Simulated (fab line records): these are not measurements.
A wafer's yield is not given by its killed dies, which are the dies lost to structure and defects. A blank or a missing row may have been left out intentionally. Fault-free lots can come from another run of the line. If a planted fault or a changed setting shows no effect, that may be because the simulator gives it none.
fab line records | flow nand-harc
[record] lots = 12 wafers = 36 last-day = 32
route steps=1302 shown P_GATE@215 P_CONTACT@236 END@1302
lots with no fault: from the same line, run without faults
start-h: the number of hours between the record's first day and the start of the first shown wafer of the lot | wait-h: hours from the lot's prior step to this one | " same as the row above | L1.1+2: a row that stands for several wafers | - no value, or no start given | * or withheld: withheld | < > ~ a bound
route shown NAME@n: names a module that has steps shown in the file, with the first one's number in the route | usual: average and standard deviation across the fault-free wafers | same: alike in all rows | chamber/n: place in a boat | sites: readings site by site | _std_site: standard deviation of those values | _edge_site: the outer-site mean with the inner-site mean subtracted | radius-mm: how far each site lies from the wafer's centre | mask NAME#n: copy n | behind: the tool/chamber that last shaped the wafer | hold: why the lot went on hold/how many hours it stayed there/how the hold came to an end | device: transistor that didn't switch, given as n, p or np | end of line: the route-end tests of the same wafers | for a step that has no rows: nothing shown but its recipe | killed: at the first sort, the dies lost to defects and structure; wafer yield is something else | map: a wafer's dies, x killed, . not, _ none there
set.NAME: the setting the step ran with; set.NAME@STEP: the setting that earlier step ran with | model.NAME: the simulator's own value behind a step, which no gauge read
steps of the route over a sample of lots; a table a step, a row a wafer
services: when a tool's chamber went out of use (start-h, in hours from the record's first day, below 0 if earlier), for how many hours, and the reason
[[steps]]
[step NHARC_P_GATE_RTA_82]
[recipe] temp-c = 450 time-s = 30
[usual] lamp-power-pct = 3.61/0.18 lamp_zone_1_pct = 3.61/0.18 lamp_zone_5_pct = 3.63/0.18 wafer_temp_C_max = 452.2/0.6
// columns lot.wafer tool chamber start-h wait-h lamp-power-pct lamp_zone_1_pct lamp_zone_5_pct wafer_temp_C_max
L343.2 rtp-anneal-01 0 126.11 - 3.81 3.80 3.82 452.4
L343.5 " 0 " " 3.81 3.81 3.83 453.1
L343.6 " 0 " " 3.81 3.81 3.82 452.7
L345.2 rtp-anneal-02 0 145.50 - 3.45 3.45 3.46 451.7
L345.3 " 0 " " 3.45 3.45 3.47 451.6
L345.6 " 0 " " 3.45 3.45 3.46 451.9
L346.1 rtp-anneal-01 0 154.13 - 3.82 3.81 3.82 452.6
L346.3 " 0 " " 3.81 3.81 3.83 452.4
L346.5 " 0 " " 3.81 3.80 3.82 451.6
L347.2 rtp-anneal-02 0 164.16 - 3.45 3.45 3.46 451.5
L347.5 " 0 " " 3.45 3.45 3.46 451.2
L347.6 " 0 " " 3.45 3.45 3.46 452.1
L348.1 rtp-anneal-02 0 178.83 - 3.45 3.44 3.46 451.6
L348.3 " 0 " " 3.45 3.45 3.47 451.6
L348.5 " 0 " " 3.45 3.45 3.47 452.1
L350.1 rtp-anneal-01 0 195.88 - 3.81 3.81 3.83 452.0
L350.4 " 0 " " 3.81 3.80 3.83 452.2
L350.6 " 0 " " 3.81 3.80 3.83 453.1
L354.3 rtp-anneal-02 0 236.73 - 3.46 3.45 3.47 451.5
L354.5 " 0 " " 3.45 3.45 3.46 451.8
L354.6 " 0 " " 3.45 3.45 3.47 451.5
L356.4 rtp-anneal-01 0 257.72 - 3.81 3.81 3.82 453.7
L356.5 " 0 " " 3.80 3.81 3.82 452.3
L356.6 " 0 " " 3.81 3.81 3.83 452.5
L355.1 rtp-anneal-01 0 258.83 - 3.80 3.81 3.82 452.8
L355.2 " 0 " " 3.81 3.81 3.82 453.9
L355.6 " 0 " " 3.80 3.81 3.82 452.4
L359.3 rtp-anneal-02 0 287.86 - 3.45 3.45 3.47 451.4
L359.4 " 0 " " 3.45 3.45 3.47 451.7
L359.6 " 0 " " 3.46 3.45 3.47 451.3
L360.1 rtp-anneal-01 0 299.27 - 3.80 3.81 3.82 452.6
L360.2 " 0 " " 3.81 3.81 3.82 452.7
L360.3 " 0 " " 3.81 3.80 3.82 452.7
L363.2 rtp-anneal-01 0 322.75 - 3.81 3.80 3.82 453.0
L363.3 " 0 " " 3.81 3.81 3.82 453.0
L363.6 " 0 " " 3.81 3.80 3.83 452.6
[step NHARC_P_GATE_INSPECT_68]
[usual] raw-defect-count = 219/96
// columns lot.wafer tool chamber start-h wait-h raw-defect-count
L343.2 defect-inspect-01 - 126.28 0.1 284
L343.5 " - " " 240
L343.6 " - " " 146
L345.2 defect-inspect-02 - 145.70 0.2 166
L345.3 " - " " 124
L345.6 " - " " 130
L346.1 defect-inspect-01 - 154.33 0.2 254
L346.3 " - " " 288
L346.5 " - " " 267
L347.2 defect-inspect-01 - 164.33 0.1 233
L347.5 " - " " 201
L347.6 " - " " 251
L348.1 defect-inspect-02 - 179.20 0.3 161
L348.3 " - " " 127
L348.5 " - " " 125
L350.1 defect-inspect-01 - 196.08 0.2 324
L350.4 " - " " 329
L350.6 " - " " 353
L354.3 defect-inspect-01 - 236.87 0.1 309
L354.5 " - " " 273
L354.6 " - " " 242
L356.4 defect-inspect-01 - 257.84 0.1 196
L356.5 " - " " 320
L356.6 " - " " 268
L355.1 defect-inspect-01 - 259.03 0.2 233
L355.2 " - " " 163
L355.6 " - " " 131
L359.3 defect-inspect-02 - 288.00 0.1 345
L359.4 " - " " 238
L359.6 " - " " 242
L360.1 defect-inspect-02 - 299.47 0.2 124
L360.2 " - " " 209
L360.3 " - " " 527
L363.2 defect-inspect-02 - 322.92 0.1 181
L363.3 " - " " 152
L363.6 " - " " 118
[step NHARC_P_CONTACT_ETCH_35]
[recipe] target-depth-a = 390 over-etch-frac = 0.3 time-s = 65 ion-energy-ev = 80 cf4-flow-sccm = 150 ar-flow-sccm = 0 rf-w = 300 bias-w = 100 chemistry = CF4
[usual] bias-w = 100.01/0.3 drypump-motor-current-A = 5.7/0.47 oes-product-au = 1.005/0.011 rf-vpp-V = 151.0/0.98 showerhead-plenum-p-Torr = 1.73/0.059 throttle-valve-pct = 13.285/0.0093
// columns lot.wafer tool chamber start-h wait-h bias-w drypump-motor-current-A oes-product-au rf-hours-counter-h rf-vpp-V showerhead-plenum-p-Torr throttle-valve-pct
L343.2 rie-diel-02 3 128.43 0.1 100.05 5.6 1.013 1.1 151.8 1.79 13.276
L343.5 " 1 " " 100.10 6.1 0.996 - 150.3 1.67 13.279
L343.6 " 2 " " 99.98 5.4 1.008 - 151.6 1.72 13.289
L345.3 rie-diel-13 3 147.58 0.1 100.07 6.8 0.992 7.8 151.9 1.78 13.286
L345.2 " 2 " " 100.00 5.8 1.003 9.9 151.4 1.69 13.271
L345.6 " 3 " " 99.72 6.8 1.013 - 151.8 1.78 13.278
L346.3 rie-diel-03 1 156.08 0.1 99.95 5.2 1.004 0.7 149.4 1.66 13.293
L346.1 " 0 " " 99.78 6.2 0.999 0.8 151.1 1.71 13.287
L346.5 " 2 " " 100.55 5.1 1.003 - 151.0 1.67 13.290
L347.2 rie-diel-03 1 166.21 0.1 100.65 5.2 1.006 1.1 148.8 1.66 13.288
L347.6 " 0 " " 100.41 6.2 1.005 - 150.8 1.71 13.282
L347.5 " 1 " " 100.25 5.2 1.004 - 150.6 1.66 13.266
L348.3 rie-diel-13 0 180.97 0.1 100.72 5.5 0.996 0.2 151.5 1.78 13.282
L348.1 " 1 " " 99.37 5.8 1.025 0.2 152.2 1.80 13.299
L348.5 " 3 " " 99.97 6.8 1.004 - 151.5 1.78 13.289
L350.4 rie-diel-02 2 198.80 0.1 99.83 5.4 1.006 2.7 152.0 1.72 13.284
L350.1 " 0 " " 100.03 5.4 1.021 2.6 150.6 1.83 13.290
L350.6 " 2 " " 100.18 5.4 1.005 - 150.2 1.72 13.302
L354.3 rie-diel-02 2 238.77 0.1 99.67 5.3 0.991 0.3 151.2 1.72 13.288
L354.6 " 3 " " 99.79 5.6 1.007 - 151.3 1.79 13.300
L354.5 " 0 " " 100.26 5.5 1.013 - 152.5 1.83 13.284
L356.4 rie-diel-02 1 259.84 0.1 99.96 6.1 0.990 0.9 149.7 1.67 13.291
L356.6 " 0 " " 100.21 5.4 1.004 - 152.2 1.83 13.273
L356.5 " 1 " " 100.32 6.1 0.991 - 149.4 1.67 13.293
L355.2 rie-diel-03 2 260.92 0.1 100.17 5.0 1.003 3.6 150.6 1.67 13.284
L355.1 " 0 " " 100.24 6.2 0.997 3.2 150.6 1.71 13.283
L355.6 " 3 " " 100.03 5.7 1.007 - 153.1 1.71 13.290
L359.3 rie-diel-02 0 290.12 0.1 99.97 5.4 1.018 2.0 152.4 1.83 13.288
L359.4 " 3 " " 99.50 5.6 1.015 2.1 152.4 1.79 13.301
L359.6 " 1 " " 99.73 6.1 1.000 - 150.7 1.67 13.268
L360.1 rie-diel-02 0 301.35 0.1 99.95 5.5 1.013 2.4 152.1 1.83 13.280
L360.2 " 1 " " 99.62 6.1 1.015 2.7 149.2 1.67 13.277
L360.3 " 3 " " 100.16 5.6 1.027 2.6 150.9 1.79 13.273
L363.3 rie-diel-02 2 324.68 0.1 100.02 5.4 0.994 3.6 151.5 1.72 13.277
L363.2 " 0 " " 99.83 5.5 0.997 3.2 151.8 1.83 13.290
L363.6 " 2 " " 100.21 5.4 0.988 - 150.2 1.72 13.285
[step NHARC_P_CONTACT_ALD_22]
[recipe] target-thk-a = 30 pulse-time-s = 1 ald-cycles = 150 temp-c = 450 material = TiN
[usual] ald-cycles = 150/0 heater-power-w = 1074/76 precursor-pulse-height-rel = 0.998/0.021
// columns lot.wafer tool chamber start-h wait-h ald-cycles heater-power-w precursor-pulse-height-rel since-wet-clean-h
L343.2 ald-metal-03 3 130.16 - 150 1071 1.025 86
L343.6 " 3 " " 150 1056 0.959 -
L343.5 " 0 " " 150 1019 1.008 -
L345.2 ald-metal-03 2 149.33 - 150 1059 1.006 105
L345.3 " 3 " " 150 1046 0.971 105
L345.6 " 1 " " 150 1090 0.989 -
L346.1 ald-metal-04 1 157.84 - 150 1108 1.006 30
L346.3 " 3 " " 150 1169 0.978 30
L346.5 " 1 " " 150 1153 1.023 -
L347.2 ald-metal-04 2 167.94 - 150 1219 1.000 40
L347.6 " 2 " " 150 1193 0.999 -
L347.5 " 3 " " 150 1177 0.977 -
L348.3 ald-metal-03 1 182.70 - 150 1103 0.986 139
L348.1 " 0 " " 150 972 0.985 139
L348.5 " 2 " " 150 1037 1.003 -
L350.4 ald-metal-02 1 200.53 - 150 969 0.978 115
L350.1 " 3 " " 150 1077 0.996 115
L350.6 " 1 " " 150 977 1.017 -
L354.3 ald-metal-04 1 240.49 - 150 1134 1.016 113
L354.5 " 1 " " 150 1129 1.008 -
L354.6 " 2 " " 150 1189 0.995 -
L356.4 ald-metal-03 3 261.64 - 150 1014 0.984 40
L356.5 " 0 " " 150 987 0.975 -
L356.6 " 1 " " 150 1004 0.964 -
L355.1 ald-metal-04 1 262.70 - 150 1150 1.013 135
L355.2 " 2 " " 150 1185 0.973 135
L355.6 " 1 " " 150 1132 1.003 -
L359.3 ald-metal-03 3 291.88 - 68 1029 1.037 70
L359.4 " 1 " " 150 1021 0.978 70
L359.6 " 3 " " 68 1043 0.985 -
L360.2 ald-metal-03 1 303.11 - 150 1033 1.008 81
L360.3 " 2 " " 68 1051 0.973 81
L360.1 " 3 " " 68 1044 1.005 81
L363.2 ald-metal-03 0 326.41 - 150 962 0.995 104
L363.3 " 3 " " 68 1062 1.002 105
L363.6 " 1 " " 68 1010 0.966 -
[step NHARC_END_SORT_01]
[recipe] temp-c = 25
[usual] killed-at-array = 55/20 killed-at-other = 1.1/1.2 killed-at-periphery = 3.8/2.8 killed-dies = 60/19 killed-open = 3.4/1.9 killed-short = 2.2/1.5
[same] gross-dies = 677
// columns lot.wafer tool chamber start-h wait-h killed-at-array killed-at-other killed-at-periphery killed-dies killed-open killed-short
L359.3 prober-01 0 737.10 3.1 59 2 616 677 3 6
L359.4 prober-01 0 737.90 3.4 45 2 9 56 1 4
L359.6 prober-01 0 739.51 4.0 42 3 632 677 3 1
L360.1 prober-01 0 759.72 2.5 46 2 629 677 3 3
L360.2 prober-01 0 760.52 2.8 59 1 2 62 5 2
L360.3 prober-01 0 761.33 3.1 46 0 631 677 3 1
L363.2 prober-02 0 767.84 2.8 36 0 8 44 2 0
L363.3 prober-02 0 768.64 3.1 40 0 637 677 6 2
L363.6 prober-02 0 771.06 4.0 46 0 631 677 5 3
// killed by level:class
L359.3 P_CONTACT:area-ald=606 A_CHANNEL_HOLE_D1:chamber-film-flake=36 A_SLIT:chamber-film-flake=8 A_CONTACT:chamber-film-flake=5 P_ZERO_WELL:chamber-film-flake=2 P_STI:chamber-film-flake=2 P_CONTACT:chamber-film-flake=2 A_WL_FILL:chamber-film-flake=2
L359.4 A_CHANNEL_HOLE_D1:chamber-film-flake=27 A_SLIT:chamber-film-flake=7 P_ZERO_WELL:chamber-film-flake=4 A_CONTACT:chamber-film-flake=4 P_GATE:chamber-film-flake=3 A_WL_FILL:geometric-particle:short=2 THIN_TSV:chamber-film-flake=2 A_ONON_D1:geometric-particle:short=1
L359.6 P_CONTACT:area-ald=626 A_CHANNEL_HOLE_D1:chamber-film-flake=30 A_SLIT:chamber-film-flake=7 P_GATE:chamber-film-flake=2 P_BONDPAD:chamber-film-flake=2 A_WL_FILL:chamber-film-flake=2 THIN_TSV:chamber-film-flake=2 P_M0:geometric-particle:open=1
L360.1 P_CONTACT:area-ald=627 A_CHANNEL_HOLE_D2:chamber-film-flake=23 A_CHANNEL_HOLE_D1:chamber-film-flake=8 A_SLIT:chamber-film-flake=5 A_CONTACT:chamber-film-flake=4 A_CHANNEL_FILL_D2:geometric-particle:short=2 THIN_TSV:chamber-film-flake=2 P_M0:geometric-particle:open=1
L360.2 A_CHANNEL_HOLE_D2:chamber-film-flake=26 A_CHANNEL_HOLE_D1:chamber-film-flake=9 A_SLIT:chamber-film-flake=6 A_STAIRCASE:chamber-film-flake=4 A_ZERO_WELL:chamber-film-flake=2 A_CHANNEL_FILL_D2:chamber-film-flake=2 A_WL_FILL:chamber-film-flake=2 A_CONTACT:chamber-film-flake=2
L360.3 P_CONTACT:area-ald=625 A_CHANNEL_HOLE_D2:chamber-film-flake=21 A_CHANNEL_HOLE_D1:chamber-film-flake=9 A_SLIT:chamber-film-flake=6 P_GATE:chamber-film-flake=4 A_CONTACT:chamber-film-flake=4 A_ZERO_WELL:chamber-film-flake=2 P_CONTACT:geometric-particle:short=1
L363.2 A_CHANNEL_HOLE_D1:chamber-film-flake=13 A_SLIT:chamber-film-flake=8 P_STI:chamber-film-flake=7 A_CONTACT:chamber-film-flake=5 A_STAIRCASE:chamber-film-flake=4 A_WL_FILL:chamber-film-flake=2 A_CHANNEL_FILL_D1:geometric-particle:open=1 A_DECK1_JOINT:geometric-particle:open=1
L363.3 P_CONTACT:area-ald=635 A_CHANNEL_HOLE_D1:chamber-film-flake=14 A_CONTACT:chamber-film-flake=9 A_STAIRCASE:chamber-film-flake=3 A_SLIT:chamber-film-flake=3 A_BLC:chamber-film-flake=3 P_STI:chamber-film-flake=2 A_CHANNEL_FILL_D1:geometric-particle:short=1
L363.6 P_CONTACT:area-ald=626 A_CHANNEL_HOLE_D1:chamber-film-flake=18 A_STAIRCASE:chamber-film-flake=7 A_CONTACT:chamber-film-flake=6 A_SLIT:chamber-film-flake=5 P_STI:chamber-film-flake=3 P_M0:geometric-particle:open=2 A_CHANNEL_HOLE_D2:chamber-film-flake=2
[[services]]
// columns tool chamber start-h hours kind
rie-diel-03 - 104.30 9.0 pm
ald-metal-04 - 118.00 10.0 pm
rie-diel-02 0 122.20 - clean
rie-diel-02 1 122.20 - clean
rie-diel-13 0 136.59 4.9 repair
rie-diel-13 - 165.01 9.0 pm
rie-diel-03 - 167.53 1.0 repair
rie-diel-03 - 169.19 0.6 repair
rie-diel-02 0 174.63 1.2 repair
rie-diel-02 - 186.42 0.4 repair
rie-diel-13 0 190.23 5.5 repair
ald-metal-03 1 201.77 2.3 repair
ald-metal-03 - 212.00 10.0 pm
rie-diel-13 0 216.19 6.8 repair
rie-diel-02 - 216.70 9.0 pm
ald-metal-04 - 233.63 0.9 repair
ald-metal-02 - 254.00 10.0 pm
rie-diel-03 - 281.30 9.0 pm
rie-diel-13 0 283.41 4.2 repair
rie-diel-13 2 294.65 1.3 repair
ald-metal-04 - 296.00 10.0 pm
rie-diel-03 - 296.61 5.7 repair
rie-diel-13 2 308.50 5.5 repair
rie-diel-03 3 323.72 14.0 repair
[[key]]
[first-sign] step = NHARC_P_CONTACT_ALD_22 reading = ald-cycles direction = down sigmas = 99+ usual = 150 struck = 68
[effect] step = NHARC_END_SORT_01 reading = killed-at-periphery direction = up sigmas = 99+ usual = 3.8 struck = 629.3
[more-kills-born-at] NHARC_P_CONTACT_ALD_22@ald-metal-03 = 3745
met-at NHARC_P_CONTACT_ALD_22
struck-lots L359,L360,L363
struck-wafers L359.3,L359.6,L360.1,L360.3,L363.3,L363.6
later-rows-left-out L359.3,L359.6,L360.1,L360.3,L363.3,L363.6
tester-left-out L359,L360,L363
[loop-trim] step = NHARC_P_CONTACT_EXPOSE_09 setting = dose lots = L359
not-acting-at NHARC_P_GATE_RTA_82,NHARC_P_GATE_INSPECT_68,NHARC_P_CONTACT_ETCH_35
onset-between 261.64 291.88
[fault] kind = process-parameter-drift tool = ald-metal-03 chamber = - onset-h = 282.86 steps = NHARC_P_CONTACT_ALD_22 channel = ald-cycles offset = -82 shape = step end-h = 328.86 scope = struck-wafers-only acts-in = these-recipes-only stated = 150
// tester-left-out: of these lots the tester's yield and bins aren't shown, on N5 and GAA mostly nor the transistor test; their killed dies are dies lost to structure and defects alone, not to doping, threshold or leakage, so they don't give the yield
// later-rows-left-out: the simulator's readings of these wafers behind a module that went badly wrong aren't trusted and aren't shown, but for the sort
// loop-trim: a control loop set the setting to another value than it would have without faults
